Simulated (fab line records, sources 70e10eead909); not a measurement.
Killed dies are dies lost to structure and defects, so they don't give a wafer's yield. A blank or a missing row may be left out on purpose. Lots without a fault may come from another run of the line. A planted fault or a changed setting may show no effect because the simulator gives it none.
Chamber matching | flow nand_harc | NHARC_P_M1_CMP_23 on cmp-03: 4 sister chambers
The step polishes, t overpolish 20 s, target thk 157.82 nm. 8 wafers are shown with their chamber, then 7 later ones without.

WAFERS WITH THEIR CHAMBER
wafer  | chamber | motor_current_A (A) | time_to_endpoint_s (s)
L075.5 | 2       | 11.4                | 31.1
L086.1 | 1       | 11.0                | 26.1
L086.6 | 3       | 12.1                | 29.1
L090.3 | 2       | 11.6                | 29.2
L090.4 | 0       | 12.7                | 28.2
L090.5 | 0       | 12.4                | 25.8
L090.1 | 1       | 12.0                | 28.2
L090.2 | 3       | 11.6                | 26.2

WAFERS WITHOUT THEIR CHAMBER
wafer  | motor_current_A (A) | time_to_endpoint_s (s)
L090.6 | 11.7                | 27.2
L091.1 | 11.4                | 27.2
L091.4 | 11.2                | 28.3
L091.5 | 12.0                | 27.8
L092.1 | 11.0                | 32.8
L092.2 | 13.2                | 29.8
L092.3 | 10.8                | 29.7

WHICH CHAMBER EACH WENT THROUGH
wafer  | from the rows above               | in truth
L090.6 | can't be placed: 3 or 1 or 2 or 0 | 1
L091.1 | can't be placed: 1 or 3 or 2      | 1
L091.4 | can't be placed: 1 or 2 or 3      | 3
L091.5 | can't be placed: 3 or 1 or 0 or 2 | 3
L092.1 | can't be placed: 2 or 1 or 3      | 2
L092.2 | can't be placed: 0 or 3 or 2      | 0
L092.3 | can't be placed: 2 or 1 or 3      | 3
Placed correctly: 0 of 7. Can't be placed from these rows: 7 (the true chamber is among the candidates in 7). Placed wrongly: 0.
How it was worked out, from the rows above alone: a wafer's distance from a chamber is the root of the sum, over the readings, of the square of ((its reading less the chamber's mean) divided by the reading's scatter). The wafer belongs to the nearest chamber; if the next one is less than 2 further off, it can't be placed. A chamber's mean is the mean of its shown wafers. The scatter: the root of (the sum of the squares of (reading less its chamber's mean) over the shown wafers, divided by (wafers less chambers)).
